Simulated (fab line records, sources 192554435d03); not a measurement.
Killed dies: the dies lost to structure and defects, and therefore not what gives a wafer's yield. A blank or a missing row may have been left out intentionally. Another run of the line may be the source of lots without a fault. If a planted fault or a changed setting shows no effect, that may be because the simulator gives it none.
fab line records	flow n5Finfet
[record] lots = 7	wafers = 39
route steps=1938 shown FIN_SAQP@130 SD_EPI_N@269 MOL_CONTACT_COAG@559 BEOL_M6@1212 BEOL_M8@1386 BEOL_M9@1443 BEOL_M12@1616
startH: hours from the record's opening day to when the first of the lot's shown wafers began	waitH: hours elapsed since this lot's preceding step	" the same as in the row above	L1.1+2: a single row standing in for several wafers	- no value, or no start was given	* or withheld: withheld	< > ~ a bound
route shown NAME@n: names a module that has steps shown in the file, with the first one's number in the route	usual: mean/standard deviation of fault-free wafers	same: alike in all rows	chamber/n: place in a boat	sites: each site's reading	_std_site: the standard deviation of these	_edge_site: mean of outer sites minus mean of inner sites	radiusMm: for every site, how far away it sits from the centre of the wafer	mask NAME#n: copy n	behind: the last tool/chamber to shape the wafer	hold: what put the lot on hold/how long, in hours/how the hold closed	device: names the non-switching transistor (n, p or np)	end of line: the same wafers' tests at the end of the route	step lacking rows: just its recipe	killed: at the first sort, the dies lost to defects and structure; wafer yield is something else	map: per-die view of a wafer (x killed, . not killed, _ where there is no die)
set.NAME: the run value of the setting; set.NAME@STEP: its run value at that earlier step	model.NAME: the simulator's own value behind a step, which no gauge read
lots where settings were altered on purpose, with a table for each step and a row for each wafer
[[steps]]
[step N5_FIN_SAQP_ETCH_65]
[recipe] chemistry = CF4	target = SiO2	targetDepthA = 40	ionEnergyEv = 350	timeS = 4.4	pressureMtorr = 10	icpW = 800	biasW = 400	cf4FlowSccm = 80
lot.wafer	tool	chamber	startH	waitH	set.timeS	model.etch.depthNm
L074.1	rieSi-06	0	23.53	0.1	5.095	4.672
L074.2	"	2	"	"	4.4	4.096
L074.3	"	1	"	"	5.095	4.645
L074.4	"	2	"	"	4.4	4.132
L074.5	"	0	"	"	4.4	4.053
L074.6	"	1	"	"	5.095	4.656
L078.1	rieSi-01	2	47.94	0.1	4.4	3.999
L078.2	"	1	"	"	4.4	3.927
L078.3	"	0	"	"	4.4	4.018
L079.1	rieSi-06	2	54.36	0.1	4.4	4.065
L079.2	"	1	"	"	4.4	3.989
L079.3	"	0	"	"	4.4	3.996
L079.4	"	3	"	"	4.4	3.981
L079.5	"	2	"	"	4.4	4.045
L079.6	"	1	"	"	4.4	3.933
L080.1	rieSi-03	2	61.33	0.1	4.4	3.984
L080.2	"	0	"	"	4.4	3.964
L080.3	"	3	"	"	4.4	4.038
L080.4	"	1	"	"	4.4	3.972
L080.5	"	3	"	"	4.4	4.034
L080.6	"	0	"	"	4.4	3.909
L088.1	rieSi-03	0	107.61	0.1	4.4	3.938
L088.2	"	3	"	"	5.746	5.316
L088.3	"	2	"	"	5.746	5.198
L088.4	"	1	"	"	4.4	4.009
L088.5	"	1	"	"	4.4	4.012
L088.6	"	2	"	"	5.746	5.266
L090.1	rieSi-03	1	120.37	0.1	2.42	2.175
L090.2	"	3	"	"	4.4	4.042
L090.3	"	2	"	"	4.4	3.954
L090.4	"	0	"	"	4.4	3.948
L090.5	"	0	"	"	2.42	2.143
L090.6	"	3	"	"	2.42	2.214
L096.1	rieSi-01	0	156.30	0.1	4.4	3.98
L096.2	"	2	"	"	4.4	4.002
L096.3	"	3	"	"	6.786	6.301
L096.4	"	1	"	"	6.786	6.038
L096.5	"	2	"	"	4.4	3.981
L096.6	"	1	"	"	6.786	6.015
[step N5_SD_EPI_N_DEVELOP_08]
[recipe] developTimeS = 30	developer = TMAH	resist = CAR-ArF-block	devTempC = 23	rinseLiquid = diw	dry = airSpin
lot.wafer	tool	chamber	startH	waitH	set.developTimeS
L074.1+2+4	lithoTrack-03	0	-	-	30
L074.3+5+6	"	0	"	"	19.46
L078.1+2+3	lithoTrack-05	0	-	-	30
L079.1+2+5	lithoTrack-03	0	-	-	40.45
L079.3+4+6	"	0	"	"	30
L080.1+2+3+4+5+6	lithoTrack-01	0	-	-	30
L088.1+2+3+4+5+6	lithoTrack-03	0	-	-	30
L090.1+3+5	lithoTrack-05	0	-	-	36.36
L090.2+4+6	"	0	"	"	30
L096.1+2+3+4+5+6	lithoTrack-03	0	-	-	30
[step N5_SD_EPI_N_CD_MEAS_09]
[recipe] targetCdNm = 120	landingEnergyEv = 500	detector = seInlens
[usual] cdNm = 120.0/0.55
lot.wafer	tool	chamber	startH	waitH	set.developTimeS@SD_EPI_N_DEVELOP_08	cdNm
L074.1	cdSem-03	0	46.66	-	30	119.8
L074.2	"	0	"	"	30	119.7
L074.3	"	0	"	"	19.46	117.7
L074.4	"	0	"	"	30	120.2
L074.5	"	0	"	"	19.46	117.3
L074.6	"	0	"	"	19.46	118.0
L078.1	cdSem-01	0	73.71	-	30	119.4
L078.2	"	0	"	"	30	119.8
L078.3	"	0	"	"	30	119.8
L079.1	cdSem-02	0	77.66	-	40.45	122.8
L079.2	"	0	"	"	40.45	122.5
L079.3	"	0	"	"	30	120.7
L079.4	"	0	"	"	30	120.7
L079.5	"	0	"	"	40.45	122.0
L079.6	"	0	"	"	30	120.4
L080.1	cdSem-03	0	85.05	-	30	120.6
L080.2	"	0	"	"	30	120.1
L080.3	"	0	"	"	30	120.0
L080.4	"	0	"	"	30	120.4
L080.5	"	0	"	"	30	119.8
L080.6	"	0	"	"	30	120.3
L088.1	cdSem-01	0	133.76	-	30	120.1
L088.2	"	0	"	"	30	120.4
L088.3	"	0	"	"	30	120.6
L088.4	"	0	"	"	30	120.3
L088.5	"	0	"	"	30	120.4
L088.6	"	0	"	"	30	120.2
L090.1	cdSem-03	0	148.31	-	36.36	120.8
L090.2	"	0	"	"	30	120.0
L090.3	"	0	"	"	36.36	121.2
L090.4	"	0	"	"	30	120.2
L090.5	"	0	"	"	36.36	121.3
L090.6	"	0	"	"	30	119.7
L096.1	cdSem-01	0	180.71	-	30	120.5
L096.2	"	0	"	"	30	120.5
L096.3	"	0	"	"	30	120.8
L096.4	"	0	"	"	30	120.3
L096.5	"	0	"	"	30	120.1
L096.6	"	0	"	"	30	120.3
[step N5_SD_EPI_N_DESCUM_14]
[recipe] chemistry = O2	timeS = 7.9	sourcePowerW = 50	biasPowerW = 20	pressureMtorr = 20	rfFrequencyHz = 2.712e+07	tempC = 40	resist = CAR-ArF-block	o2FlowSccm = 225
lot.wafer	tool	chamber	startH	waitH	set.developTimeS@SD_EPI_N_DEVELOP_08	model.SD_EPI_N.cdNm
L074.1	rieDiel-03	0	46.90	0.2	30	119.8
L074.2	"	2	"	"	30	119.6
L074.3+5	"	1	"	"	19.46	117.4
L074.4	"	3	"	"	30	120
L074.6	"	2	"	"	19.46	117.6
L078.1+3	rieDiel-01	3,2	73.96	0.2	30	119.8
L078.2	"	1	"	"	30	120
L079.1	rieDiel-01	3	77.75	0.0	40.45	122.6
L079.2	"	1	"	"	40.45	122.4
L079.3	"	0	"	"	30	120.8
L079.4+6	"	2	"	"	30	120.4
L079.5	"	3	"	"	40.45	122.2
L080.1+4	rieDiel-04	1,3	85.14	0.0	30	120.4
L080.2+6	"	2,0	"	"	30	120.2
L080.3+5	"	0,1	"	"	30	119.8
L088.1+2+6	rieDiel-03	2,1,0	133.85	0.0	30	120.2
L088.3	"	0	"	"	30	120.8
L088.4	"	3	"	"	30	120
L088.5	"	1	"	"	30	120.6
L090.1	rieDiel-04	0	148.48	0.1	36.36	121
L090.2	"	2	"	"	30	120
L090.3	"	3	"	"	36.36	120.8
L090.4	"	1	"	"	30	120.2
L090.5	"	0	"	"	36.36	121.4
L090.6	"	3	"	"	30	119.8
L096.1+3	rieDiel-01	1,3	180.80	0.0	30	120.6
L096.2	"	2	"	"	30	120.2
L096.4+5+6	"	0,1,0	"	"	30	120.4
[step N5_SD_EPI_N_ETCH_34]
[recipe] chemistry = CF4	target = SiARC	targetDepthA = 455	maskMaterial = CAR-ArF-block	timeS = 75.8	ionEnergyEv = 80	pressureMtorr = 40	sourceW = 545	biasW = 36	Ar_flow_sccm = 100	cf4FlowSccm = 100	ends = cleared
lot.wafer	tool	chamber	startH	waitH	set.developTimeS@SD_EPI_N_DEVELOP_08	model.SD_EPI_N.cdNm
L074.1+2	rieDiel-03	0,2	46.93	0.0	30	119.6
L074.3+5	"	1	"	"	19.46	117.4
L074.4	"	3	"	"	30	119.8
L074.6	"	2	"	"	19.46	117.6
L078.1	rieDiel-01	3	74.00	0.0	30	119.6
L078.2+3	"	1,2	"	"	30	120
L079.1	rieDiel-01	3	77.78	0.0	40.45	122.8
L079.2+5	"	1,3	"	"	40.45	122.4
L079.3	"	0	"	"	30	121
L079.4+6	"	2	"	"	30	120.4
L080.1+6	rieDiel-04	1,0	85.18	0.0	30	120.4
L080.2+3	"	2,0	"	"	30	120
L080.4	"	3	"	"	30	120.2
L080.5	"	1	"	"	30	119.8
L088.1+4	rieDiel-03	2,3	133.88	0.0	30	120.2
L088.2+5	"	1	"	"	30	120.4
L088.3	"	0	"	"	30	120.6
L088.6	"	0	"	"	30	120
L090.1+5	rieDiel-04	0	148.51	0.0	36.36	121.4
L090.2+6	"	2,3	"	"	30	120
L090.3	"	3	"	"	36.36	120.8
L090.4	"	1	"	"	30	120.2
L096.1+2+4	rieDiel-01	1,2,0	180.83	0.0	30	120.4
L096.3	"	3	"	"	30	120.8
L096.5+6	"	1,0	"	"	30	120.6
[step N5_MOL_CONTACT_COAG_ALD_27]
[recipe] material = SiOC	targetThkA = 170	tempC = 400	aldPrecursorFamily = carbosiloxane	aldCoReactant = H2-plasma	pulseTimeS = 1.5	timeS = 2720	purgeTimeS = 2	coReactantPurgeTimeS = 2	aldCycles = 340	pressureTorr = 2
lot.wafer	tool	chamber	startH	waitH	set.timeS	model.SiOC_of_MOL_CONTACT_COAG_ALD_27.thkNm
L074.1	aldSin-02	2	93.83	0.6	2720	16.8
L074.2+5	"	0,3	"	"	2720	17
L074.3+4+6	"	3,1,0	"	"	1445	9
L078.1+2+3	aldSin-03	1,0,2	118.57	0.0	2720	17.2
L079.1+2+3+5+6	aldSin-02	1,2,0,3,2	122.55	0.0	2720	16.8
L079.4	"	3	"	"	2720	17
L080.1+4+5	aldSin-03	1,2,2	132.77	0.0	2720	17
L080.2	"	0	"	"	1291	7.8
L080.3+6	"	3,1	"	"	1291	8
L088.1+2	aldSin-03	2,0	182.66	0.2	2720	17
L088.3+4	"	3,1	"	"	1675	10.6
L088.5	"	1	"	"	2720	17.2
L088.6	"	0	"	"	1675	10.4
L090.1	aldSin-03	3	194.09	0.3	3141	17.2
L090.2+5	"	2,1	"	"	2720	17
L090.3+6	"	0	"	"	3141	17
L090.4	"	1	"	"	2720	17.2
L096.1+2+6	aldSin-01	0,3,3	225.35	0.0	2720	17
L096.3+4+5	"	1,2,2	"	"	4322	17
[step N5_BEOL_M6_ETCH_62]
[recipe] chemistry = N2/H2	target = SOC	targetDepthA = 1100	overetchA = 220	maskMaterial = SiARC	tempC = 40	timeS = 165	ionEnergyEv = 200	pressureMtorr = 30	sourceW = 840	biasW = 150	n2FlowSccm = 200	h2FlowSccm = 200
lot.wafer	tool	chamber	startH	waitH	set.timeS	model.etch.depthNm	model.SiARC_of_BEOL_M6_COAT_60.thkNm	model.BEOL_M6.cdOffsetNm
L074.1	rieDiel-04	2	196.84	0.0	84.53	66.66	31.6	-2
L074.2	"	1	"	"	165	99.96	28.2	-0.8
L074.3	"	0	"	"	165	99.72	28.4	-0.6
L074.4	"	3	"	"	165	99.97	28.4	-0.4
L074.5	"	3	"	"	84.53	67.01	31.6	-1.8
L074.6	"	0	"	"	84.53	68.92	31.6	-2.2
L078.1	rieDiel-03	0	224.49	0.0	165	99.45	28.2	-0.2
L078.2	"	3	"	"	165	100.2	28.2	-0.8
L078.3	"	1	"	"	165	99.93	28.4	-0.4
L079.1	rieDiel-03	1	226.24	0.0	245	100	25.2	1.2
L079.2	"	0	"	"	165	99.65	28.2	-0.4
L079.3	"	3	"	"	245	99.48	25.2	1.2
L079.4	"	1	"	"	165	99.75	28.4	0.4
L079.5	"	3	"	"	165	99.91	28.4	0
L079.6	"	0	"	"	245	99.77	24.8	1.2
L080.1	rieDiel-04	1	229.27	0.0	191.4	99.86	27.2	0.6
L080.2	"	0	"	"	165	100.3	28.2	0.4
L080.3	"	2	"	"	191.4	100.1	27.4	0.4
L080.4	"	3	"	"	191.4	99.8	27.2	0.4
L080.5	"	2	"	"	165	100	28.4	0
L080.6	"	1	"	"	165	100.2	28.4	0.2
L088.1	rieDiel-03	3	287.75	0.0	165	100.4	28.4	0.2
L088.2	"	2	"	"	165	100.4	28.4	0.4
L088.3	"	1	"	"	165	100.3	28.4	0.2
L088.4	"	0	"	"	165	100.4	28.2	0.2
L088.5	"	2	"	"	165	100	28.2	-0.4
L088.6	"	1	"	"	165	100.2	28.2	0.8
L090.1	rieDiel-04	2	297.95	0.0	110.8	87.05	30.8	-2
L090.2	"	3	"	"	110.8	87.87	30.4	-2
L090.3	"	1	"	"	110.8	88.36	30.6	-2.2
L090.4+6	"	0	"	"	165	100.1	28.2	-0.6
L090.5	"	3	"	"	165	99.86	28.2	-0.6
L096.1	rieDiel-03	3	333.90	0.0	71.74	56.87	32.2	-1.8
L096.2	"	1	"	"	71.74	57.29	32.2	-1.8
L096.3	"	2	"	"	165	99.96	28.4	0.4
L096.4	"	3	"	"	71.74	56.9	32.2	-1.8
L096.5	"	2	"	"	165	99.73	28.6	-0.6
L096.6	"	1	"	"	165	99.86	28.4	-0.2
[step N5_BEOL_M6_STRIP_68]
[recipe] chemistry = N2/H2	tempC = 40	n2FlowSccm = 200	h2FlowSccm = 200	rfFrequencyHz = 6e+07
[step N5_BEOL_M6_STRIP_67]
[recipe] chemistry = CF4	resist = SiARC	powerW = 300	biasPowerW = 75	pressureMtorr = 50	cf4FlowSccm = 150	rfFrequencyHz = 6e+07
[step N5_BEOL_M6_PRECLEAN_42]
[recipe] chemistry = residueRemover	timeS = 60	tempC = 40
[step N5_BEOL_M6_SRD_43]
[recipe] timeS = 30	tempC = 23	rinseLiquid = diw	dry = ipaMarangoni
[step N5_BEOL_M6_CD_MEAS_35]
[recipe] targetCdNm = 40	targetCdYNm = 28	polarity = opening
[usual] cdNm = 40.0/0.51
lot.wafer	tool	chamber	startH	waitH	set.timeS@BEOL_M6_ETCH_62	cdNm
L074.1	cdSem-03	-	199.93	0.0	84.53	-
L074.2	"	-	"	"	165	39.1
L074.3	"	-	"	"	165	39.4
L074.4	"	-	"	"	165	39.3
L074.5	"	-	"	"	84.53	-
L074.6	"	-	"	"	84.53	-
L078.1	cdSem-02	-	225.90	0.0	165	39.5
L078.2	"	-	"	"	165	39.2
L078.3	"	-	"	"	165	39.4
L079.1	cdSem-02	-	229.24	0.0	245	42.1
L079.2	"	-	"	"	165	39.4
L079.3	"	-	"	"	245	41.2
L079.4	"	-	"	"	165	39.8
L079.5	"	-	"	"	165	40.0
L079.6	"	-	"	"	245	41.3
L080.1	cdSem-01	-	230.79	0.0	191.4	41.1
L080.2	"	-	"	"	165	40.5
L080.3	"	-	"	"	191.4	41.1
L080.4	"	-	"	"	191.4	41.0
L080.5	"	-	"	"	165	40.3
L080.6	"	-	"	"	165	40.3
L088.1	cdSem-02	-	289.84	0.0	165	40.0
L088.2	"	-	"	"	165	40.1
L088.3	"	-	"	"	165	40.2
L088.4	"	-	"	"	165	40.0
L088.5	"	-	"	"	165	39.8
L088.6	"	-	"	"	165	40.7
L090.1	cdSem-01	-	302.63	0.0	110.8	-
L090.2	"	-	"	"	110.8	-
L090.3	"	-	"	"	110.8	-
L090.4	"	-	"	"	165	39.5
L090.5	"	-	"	"	165	39.4
L090.6	"	-	"	"	165	39.6
L096.1	cdSem-01	-	335.42	0.0	71.74	-
L096.2	"	-	"	"	71.74	-
L096.3	"	-	"	"	165	40.7
L096.4	"	-	"	"	71.74	-
L096.5	"	-	"	"	165	39.4
L096.6	"	-	"	"	165	40.0
[step N5_BEOL_M8_CURE_75]
[recipe] tempC = 370	timeS = 120	ambient = DMADMS/He	material = SiCOH_lowk
[usual] lampPowerPct = 52.31/0.054
lot.wafer	tool	chamber	startH	waitH	set.timeS	lampPowerPct
L074.1	uvCure-02	0	217.97	0.0	142.6	51.38
L074.2	"	0	"	"	120	52.32
L074.3	"	0	"	"	120	52.24
L074.4	"	0	"	"	142.6	51.33
L074.5	"	0	"	"	142.6	51.48
L074.6	"	0	"	"	120	52.28
L078.1	uvCure-03	1	243.69	0.0	120	52.33
L078.2	"	1	"	"	120	52.30
L078.3	"	1	"	"	120	52.28
L080.1	uvCure-03	0	247.55	0.0	120	52.26
L080.2	"	0	"	"	120	52.18
L080.3	"	0	"	"	120	52.28
L080.4	"	0	"	"	56.4	52.38
L080.5	"	0	"	"	56.4	52.19
L080.6	"	0	"	"	56.4	52.32
L079.1	uvCure-03	2	251.04	0.0	120	52.28
L079.2	"	2	"	"	120	52.23
L079.3	"	2	"	"	120	52.23
L079.4	"	2	"	"	120	52.32
L079.5	"	2	"	"	120	52.23
L079.6	"	2	"	"	120	52.33
L088.1	uvCure-01	0	311.17	0.0	120	52.37
L088.2	"	0	"	"	101.9	52.36
L088.3	"	0	"	"	101.9	52.26
L088.4	"	0	"	"	120	52.40
L088.5	"	0	"	"	101.9	52.25
L088.6	"	0	"	"	120	52.35
L090.1	uvCure-02	0	322.13	0.0	120	52.36
L090.2	"	0	"	"	120	52.27
L090.3	"	0	"	"	120	52.25
L090.4	"	0	"	"	120	52.25
L090.5	"	0	"	"	120	52.34
L090.6	"	0	"	"	120	52.25
L096.1	uvCure-01	1	351.70	0.0	187.4	49.33
L096.2	"	1	"	"	187.4	49.39
L096.3	"	1	"	"	120	52.23
L096.4	"	1	"	"	120	52.31
L096.5	"	1	"	"	187.4	49.37
L096.6	"	1	"	"	120	52.32
[step N5_BEOL_M9_VIA_ETCH_34]
[recipe] chemistry = C4F6/O2	target = SiCOH_lowk	targetDepthA = 1824	maskMaterial = SOC	taperDeg = 4	timeS = 68.4	ionEnergyEv = 250	pressureMtorr = 30	sourceW = 345	biasW = 185	Ar_flow_sccm = 300	C4F6_flow_sccm = 10	O2_flow_sccm = 10
lot.wafer	tool	chamber	startH	waitH	set.targetDepthA	model.etch.depthNm	model.SOC_of_BEOL_M9_COAT_63.thkNm
L074.1	rieDiel-06	3	225.66	0.0	874	88.74	55.4
L074.2	"	1	"	"	874	88.24	55.4
L074.3	"	2	"	"	874	85.71	55.4
L074.4	"	0	"	"	1824	181	51
L074.5	"	1	"	"	1824	182.2	50.6
L074.6	"	0	"	"	1824	180.2	51
L078.1	rieDiel-02	1	253.05	0.0	1824	181.5	51.2
L078.2	"	2	"	"	1824	179.8	51.4
L078.3	"	3	"	"	1824	177.3	51.4
L080.1	rieDiel-05	2	255.84	0.0	1824	180.5	51.2
L080.2	"	0	"	"	1824	184.4	51.2
L080.3	"	3	"	"	1824	183.4	51.4
L080.4	"	1	"	"	1824	184.6	51.2
L080.5	"	3	"	"	1824	183.4	51
L080.6	"	2	"	"	1824	179.8	51.2
L079.1	rieDiel-05	1	260.25	0.0	1824	182.8	50.8
L079.2	"	2	"	"	1247	123.5	53.8
L079.3	"	3	"	"	1824	184.2	50.8
L079.4	"	3	"	"	1824	186.3	51
L079.5	"	1	"	"	1247	125.1	53.8
L079.6	"	2	"	"	1247	123.6	53.8
L088.1	rieDiel-02	1	321.18	0.0	1824	183	51.2
L088.2	"	2	"	"	2288	226.7	49.2
L088.3	"	3	"	"	1824	179.4	51.2
L088.4	"	0	"	"	2288	231.3	48.8
L088.5	"	0	"	"	2288	230.7	48.6
L088.6	"	1	"	"	1824	184.2	51
L090.1	rieDiel-05	2	328.96	0.0	2585	256.5	47.4
L090.2	"	0	"	"	1824	184.2	51
L090.3	"	1	"	"	2585	259.4	47.4
L090.4	"	3	"	"	1824	183.7	51
L090.5	"	2	"	"	1824	179.9	51
L090.6	"	1	"	"	2585	258.5	47.4
L096.1	rieDiel-06	0	359.62	0.0	1824	177.2	51.4
L096.2	"	3	"	"	2858	286.8	46
L096.3	"	1	"	"	1824	183.3	51
L096.4	"	2	"	"	2858	280.2	46.2
L096.5	"	1	"	"	2858	286.6	45.8
L096.6	"	2	"	"	1824	177.8	51.2
[step N5_BEOL_M12_ETCH_59]
[recipe] chemistry = N2/H2	target = BARC	targetDepthA = 890	overetchA = 267	timeS = 67.9	ionEnergyEv = 200	pressureMtorr = 30	sourceW = 840	biasW = 150	n2FlowSccm = 200	h2FlowSccm = 200
lot.wafer	tool	chamber	startH	waitH	set.targetDepthA	model.coat_of_BEOL_M12_COAT_04.thkNm
L074.1	rieDiel-01	3	250.07	0.0	890	316.4
L074.2	"	0	"	"	1134	306.4
L074.3	"	2	"	"	1134	307.2
L074.4	"	0	"	"	890	319.2
L074.5	"	2	"	"	1134	307.8
L074.6	"	3	"	"	890	316
L078.1	rieDiel-03	3	274.00	0.0	890	319.4
L078.2	"	0	"	"	890	318
L078.3	"	2	"	"	890	318.2
L080.1+3	rieDiel-01	1,0	279.05	0.0	890	318.6
L080.2	"	3	"	"	890	316.8
L080.4	"	2	"	"	890	320.2
L080.5	"	0	"	"	890	318.8
L080.6	"	1	"	"	890	318.4
L079.1	rieDiel-03	3	281.55	0.0	890	317.6
L079.2	"	1	"	"	890	317
L079.3	"	2	"	"	890	319.4
L079.4	"	0	"	"	890	316.6
L079.5	"	0	"	"	890	318.2
L079.6	"	3	"	"	890	318.8
L088.1	rieDiel-04	2	339.02	0.0	890	317.4
L088.2	"	0	"	"	399.3	343.4
L088.3	"	1	"	"	399.3	344.6
L088.4	"	3	"	"	890	318
L088.5	"	1	"	"	890	318.6
L088.6	"	0	"	"	399.3	344
L090.1+4	rieDiel-03	3,2	352.18	0.0	1063	309.2
L090.2	"	1	"	"	890	318.2
L090.3	"	2	"	"	890	317.6
L090.5	"	1	"	"	890	316.8
L090.6	"	3	"	"	1063	308.6
L096.1	rieDiel-04	1	380.66	0.0	890	320
L096.2	"	3	"	"	890	319
L096.3	"	0	"	"	890	317.6
L096.4	"	1	"	"	890	318.4
L096.5	"	3	"	"	890	319.6
L096.6	"	0	"	"	890	316.8
[step N5_BEOL_M12_VIA_ETCH_16]
[recipe] chemistry = C4F8/O2/Ar	target = SiOC	pressureMtorr = 30	sourceW = 3000	biasW = 700	Ar_flow_sccm = 400	C4F8_flow_sccm = 15	O2_flow_sccm = 8	heInnerTorr = 15	heOuterTorr = 30	targetDepthA = 7248	timeS = withheld	ionEnergyEv = 250	ends = cleared
[step N5_BEOL_M12_STRIP_63]
[recipe] chemistry = N2/H2	powerW = 1000	tempC = 250	h2Frac = 0.65	overashFraction = 0.3	pressureMtorr = 1000	n2FlowSccm = 1750	h2FlowSccm = 3250
[usual] stripTimeToEndpointS = 42.7/0.77
lot.wafer	tool	chamber	startH	waitH	set.targetDepthA@BEOL_M12_ETCH_59	stripTimeToEndpointS
L074.1	plasmaAsher-01	1	250.33	-	890	43.3
L074.2	"	0	"	"	1134	40.3
L074.3	"	0	"	"	1134	40.0
L074.4	"	1	"	"	890	42.1
L074.5	"	0	"	"	1134	39.6
L074.6	"	1	"	"	890	42.1
L078.1	plasmaAsher-02	1	274.26	-	890	44.0
L078.2	"	0	"	"	890	42.7
L078.3	"	1	"	"	890	43.0
L080.1	plasmaAsher-01	1	279.30	-	890	42.9
L080.2	"	0	"	"	890	42.4
L080.3	"	0	"	"	890	44.3
L080.4	"	1	"	"	890	43.0
L080.5	"	1	"	"	890	41.7
L080.6	"	0	"	"	890	42.1
L079.1	plasmaAsher-01	1	281.80	-	890	43.5
L079.2	"	0	"	"	890	43.5
L079.3	"	1	"	"	890	44.3
L079.4	"	0	"	"	890	42.5
L079.5	"	0	"	"	890	42.6
L079.6	"	1	"	"	890	43.7
L088.1	plasmaAsher-01	0	339.27	-	890	43.4
L088.2	"	1	"	"	399.3	49.5
L088.3	"	0	"	"	399.3	50.6
L088.4	"	1	"	"	890	42.0
L088.5	"	0	"	"	890	42.8
L088.6	"	1	"	"	399.3	49.0
L090.1	plasmaAsher-01	0	352.43	-	1063	40.3
L090.2	"	1	"	"	890	43.0
L090.3	"	0	"	"	890	43.0
L090.4	"	1	"	"	1063	40.2
L090.5	"	1	"	"	890	41.2
L090.6	"	0	"	"	1063	38.8
L096.1	plasmaAsher-01	1	380.91	-	890	44.1
L096.2	"	0	"	"	890	43.2
L096.3	"	0	"	"	890	43.1
L096.4	"	1	"	"	890	42.3
L096.5	"	0	"	"	890	43.6
L096.6	"	1	"	"	890	42.8
[[key]]
[split] step = N5_FIN_SAQP_ETCH_65	setting = timeS	stated = 4.4	by = wafer
[response] step = N5_FIN_SAQP_ETCH_65	reading = model.etch.depthNm	change = +0.0398	per = 1%	r = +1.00
[split] step = N5_SD_EPI_N_DEVELOP_08	setting = developTimeS	stated = 30	by = wafer
[response] step = N5_SD_EPI_N_CD_MEAS_09	reading = cdNm	change = +0.058	per = 1%	r = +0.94
[response] step = N5_SD_EPI_N_DESCUM_14	reading = model.SD_EPI_N.cdNm	change = +0.0585	per = 1%	r = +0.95
[response] step = N5_SD_EPI_N_ETCH_34	reading = model.SD_EPI_N.cdNm	change = +0.0582	per = 1%	r = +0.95
[split] step = N5_MOL_CONTACT_COAG_ALD_27	setting = timeS	stated = 2720	by = wafer
[response] step = N5_MOL_CONTACT_COAG_ALD_27	reading = model.SiOC_of_MOL_CONTACT_COAG_ALD_27.thkNm	shape = bent	atLowest = 7.933	atStated = 16.99	atHighest = 17
[split] step = N5_BEOL_M6_ETCH_62	setting = timeS	stated = 165	by = wafer
[response] step = N5_BEOL_M6_ETCH_62	reading = model.etch.depthNm	shape = bent	atLowest = 57.02	atStated = 100	atHighest = 99.77
[response] step = N5_BEOL_M6_ETCH_62	reading = model.SiARC_of_BEOL_M6_COAT_60.thkNm	change = -0.0675	per = 1%	r = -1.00
[response] step = N5_BEOL_M6_ETCH_62	reading = model.BEOL_M6.cdOffsetNm	change = +0.0295	per = 1%	r = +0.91
[response] step = N5_BEOL_M6_CD_MEAS_35	reading = cdNm	change = +0.038	per = 1%	r = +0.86
[split] step = N5_BEOL_M8_CURE_75	setting = timeS	stated = 120	by = wafer
[response] step = N5_BEOL_M8_CURE_75	reading = lampPowerPct	shape = bent	atLowest = *	atStated = *	atHighest = *
[split] step = N5_BEOL_M9_VIA_ETCH_34	setting = targetDepthA	stated = 1824	by = wafer
[response] step = N5_BEOL_M9_VIA_ETCH_34	reading = model.etch.depthNm	change = +1.84	per = 1%	r = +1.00
[response] step = N5_BEOL_M9_VIA_ETCH_34	reading = model.SOC_of_BEOL_M9_COAT_63.thkNm	change = -0.0893	per = 1%	r = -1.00
[split] step = N5_BEOL_M12_ETCH_59	setting = targetDepthA	stated = 890	by = wafer
[response] step = N5_BEOL_M12_ETCH_59	reading = model.coat_of_BEOL_M12_COAT_04.thkNm	change = -0.45	per = 1%	r = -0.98
[response] step = N5_BEOL_M12_STRIP_63	reading = stripTimeToEndpointS	change = *	per = 1%	r = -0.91
